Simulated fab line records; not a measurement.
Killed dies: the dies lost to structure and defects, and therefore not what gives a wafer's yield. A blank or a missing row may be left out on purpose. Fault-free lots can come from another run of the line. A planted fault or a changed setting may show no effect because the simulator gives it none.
Chamber matching | flow n5-finfet | N5_BEOL_M7_CMP_52 on cmp-02 has 4 sister chambers
The step polishes, stops on SiCOH lowk, t overpolish 6.9 s, target thk 80 nm. 4 wafers are shown with their chamber, then 12 later ones without.

WAFERS WITH THEIR CHAMBER
wafer  | chamber | motor-current-A (A)
L089.5 | 1       | 7.3
L093.1 | 3       | 5.7
L093.3 | 2       | 6.3
L093.4 | 0       | 6.2

WAFERS WITH NO CHAMBER GIVEN
wafer  | motor-current-A (A)
L092.1 | 6.3
L092.2 | 7.0
L092.3 | 6.5
L091.1 | 7.1
L091.2 | 6.3
L091.4 | 6.0
L096.3 | 7.4
L096.5 | 5.9
L096.6 | 6.1
L095.2 | 6.3
L095.5 | 6.3
L095.6 | 7.2

CHAMBER TAKEN BY EACH
wafer  | from the rows above          | in truth
L092.1 | can't be placed: 2 or 0      | 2
L092.2 | 1                            | 1
L092.3 | can't be placed: 2 or 0      | 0
L091.1 | 1                            | 1
L091.2 | can't be placed: 2 or 0      | 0
L091.4 | can't be placed: 0 or 2 or 3 | 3
L096.3 | 1                            | 1
L096.5 | can't be placed: 3 or 0 or 2 | 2
L096.6 | can't be placed: 0 or 2 or 3 | 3
L095.2 | can't be placed: 2 or 0      | 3
L095.5 | can't be placed: 2 or 0      | 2
L095.6 | 1                            | 1
Correctly placed: 4 of 12. Can't be placed from these rows: 8 (the true chamber is among the candidates in 7). Wrongly placed: 0.
How it was worked out, from the rows above alone: a wafer's distance from a chamber is the root of the sum, over the readings, of the square of ((its reading less the chamber's mean) divided by the reading's scatter). The wafer belongs to the nearest chamber; if the next one is less than 2 further off, it can't be placed. For every chamber, the mean is computed from those of its wafers that are shown. The scatter (one wafer shown for each chamber): square how far every hidden wafer sits from the nearest shown wafer, average those squares and take the square root.
